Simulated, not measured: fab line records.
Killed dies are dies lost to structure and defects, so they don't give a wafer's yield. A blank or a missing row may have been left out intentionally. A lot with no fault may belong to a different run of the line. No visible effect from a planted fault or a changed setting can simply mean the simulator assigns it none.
Split-lot trial -- flow n5Finfet -- route with 1938 steps; 7 lots, 21 wafers read

## ABOUT THE SPLIT
At N5_BEOL_M7_ETCH_41 (etches SiCN in CH3F/O2, target depth 31.9 nm, time 57.8 s), the setting sourceW was moved away from the recipe's 395 W on 7 of the 21 wafers read, by -16.3% to +17.4%. The other wafers ran this setting at the recipe's value.

The reading is taken at the split's own step.

## THE READING
rfVppV, in V, at N5_BEOL_M7_ETCH_41 (etches SiCN in CH3F/O2, target depth 31.9 nm, time 57.8 s). Fault-free wafers of this fab line usually give 297.4 V, standard deviation 1.7 V.

wafer,"tool, chamber at the split","sourceW as run, W",against the recipe,"rfVppV, V",against lot-mates on the recipe
L077.1,"rieDiel-02, 1",395,recipe,299.6,-
L077.4,"rieDiel-02, 0",395,recipe,299.3,-
L077.5,"rieDiel-02, 2",395,recipe,296.7,-
L081.1,"rieDiel-05, 3",395,recipe,294.5,-
L081.2,"rieDiel-05, 1",395,recipe,298.2,-
L081.3,"rieDiel-05, 2",449.3,+13.7%,284.7,-11.7
L083.1,"rieDiel-03, 0",395,recipe,299.5,-
L083.3,"rieDiel-03, 1",395,recipe,298.5,-
L083.4,"rieDiel-03, 0",395,recipe,298.2,-
L085.1,"rieDiel-05, 3",463.7,+17.4%,280.1,-15.3
L085.3,"rieDiel-05, 1",463.7,+17.4%,283.8,-11.6
L085.4,"rieDiel-05, 2",395,recipe,295.4,-
L096.1,"rieDiel-02, 2",395,recipe,297.5,-
L096.2,"rieDiel-02, 0",349.6,-11.5%,314.0,+16.5
L096.5,"rieDiel-02, 0",349.6,-11.5%,312.0,+14.5
L095.1,"rieDiel-03, 0",433.6,+9.8%,289.8,-8.0
L095.5,"rieDiel-03, 1",395,recipe,297.5,-
L095.6,"rieDiel-03, 0",395,recipe,298.1,-
L097.3,"rieDiel-02, 2",330.8,-16.3%,315.1,+16.6
L097.5,"rieDiel-02, 2",395,recipe,298.1,-
L097.6,"rieDiel-02, 3",395,recipe,299.0,-

THE FIT
A straight line over all 21 wafers: rfVppV changes by -1.03 V for each +1% of sourceW; r = -0.98; the points scatter about the line by 1.8 V.
The same after taking each lot's own level away (the mean of its wafers on the recipe; 21 wafers): -0.951 V for each +1%; r = -0.97; scatter 1.9 V.
The reading moves by 17 V for the largest change in sourceW, on that fit.
Across the lots, their own levels run from 295.40 to 298.73 V, a range of 2.0 times the standard deviation given above.
So the lot-to-lot level changes the slope little: the two slopes agree.
Check: -15.7 V against its lot-mates is what the line predicts for one of the wafers moved furthest among these (+17.4%) when that wafer is left out of the fit. It came out at -15.3 V against them.
Tool readings at the split's step, against how far the setting was moved: rfVppV r = -0.98.

## THE WHOLE CHAIN: every reading that the file lists as answering this split, in the file's order
step,what it does,reading,change (the file's fit),r (the file's)
N5_BEOL_M7_ETCH_41,"etches SiCN in CH3F/O2, target depth 31.9 nm, time 57.8 s",rfVppV,-0.935 V for each +1% of the setting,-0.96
N5_BEOL_M7_ETCH_41,"etches SiCN in CH3F/O2, target depth 31.9 nm, time 57.8 s","etch.depthNm (the simulator's own value, which no gauge read)",+0.0815 nm for each +1% of the setting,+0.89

## THE FILE'S OWN FIT
rfVppV changes by -0.935 V for each +1% of sourceW, r = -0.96.
